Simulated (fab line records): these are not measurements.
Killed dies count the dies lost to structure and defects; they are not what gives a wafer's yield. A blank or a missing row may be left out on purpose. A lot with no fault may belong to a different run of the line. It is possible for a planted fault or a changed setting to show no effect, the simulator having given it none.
Chamber matching	flow n5-finfet	N5_BEOL_M8_CURE_74 on uv-cure-03: 3 sister chambers
The step cures SiCOH lowk, time 240 s. 27 wafers are shown with their chamber, then 12 later ones without.

WAFERS WITH THEIR CHAMBER
wafer	chamber	wafer_temp_C_max	lamp-power-pct (%)
L074.2	0	387.1	52.31
L074.4	0	388.9	52.28
L074.6	0	387.3	52.33
L076.3	2	386.9	52.34
L076.5	2	386.6	52.39
L076.6	2	386.2	52.31
L078.1	0	387.3	52.27
L078.3	0	388.5	52.32
L078.4	0	388.3	52.19
L081.3	0	388.3	52.28
L081.5	0	387.5	52.30
L081.6	0	387.6	52.41
L085.2	1	387.2	52.33
L085.3	1	387.2	52.33
L085.5	1	387.3	52.39
L083.4	1	387.9	52.29
L083.5	1	387.1	52.25
L083.6	1	386.9	52.30
L084.3	2	386.8	52.27
L084.4	2	386.5	52.30
L084.5	2	387.0	52.35
L088.2	1	387.2	52.32
L088.4	1	386.7	52.35
L088.5	1	387.8	52.34
L087.1	2	386.4	52.36
L087.3	2	386.1	52.33
L087.6	2	386.4	52.37

SIGNATURES (averages over the wafers above)
reading	chamber 0	chamber 1	chamber 2	scatter within a chamber
wafer_temp_C_max	387.867	387.256	386.544	0.467
lamp-power-pct	52.2989	52.3222	52.3356	0.0461
Rule: for each reading, subtract the chamber's mean from the wafer's reading, divide by that reading's scatter and square the result; add these up over the readings and take the root, which gives the wafer's distance from the chamber. The wafer belongs to the nearest chamber; if the next one is less than 2 further off, it can't be placed. The scatter is the square root of a quotient: the sum, over the shown wafers, of each reading's squared deviation from its chamber's mean, divided by wafers minus chambers.

WAFERS WITHOUT THEIR CHAMBER
wafer	wafer_temp_C_max	lamp-power-pct (%)
L089.4	386.9	52.32
L089.5	386.9	52.33
L089.6	387.4	52.26
L091.3	387.4	52.31
L091.5	386.7	52.35
L091.6	386.4	52.24
L092.2	386.5	52.26
L092.3	386.6	52.24
L092.6	386.8	52.30
L097.2	386.8	52.42
L097.3	387.1	52.22
L097.5	387.7	52.32

EACH ONE'S CHAMBER
wafer	from the rows above	in truth
L089.4	can't be placed: 1 or 2 or 0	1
L089.5	can't be placed: 2 or 1 or 0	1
L089.6	can't be placed: 0 or 1 or 2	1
L091.3	can't be placed: 1 or 0 or 2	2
L091.5	can't be placed: 2 or 1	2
L091.6	can't be placed: 2 or 1 or 0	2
L092.2	can't be placed: 2 or 1 or 0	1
L092.3	can't be placed: 2 or 1 or 0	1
L092.6	can't be placed: 2 or 1 or 0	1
L097.2	can't be placed: 2 or 1 or 0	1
L097.3	can't be placed: 1 or 0 or 2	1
L097.5	can't be placed: 0 or 1 or 2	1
0 of 12 placed correctly. From these rows, 12 cannot be placed; in 12 the true chamber is one of the candidates. 0 placed wrongly.
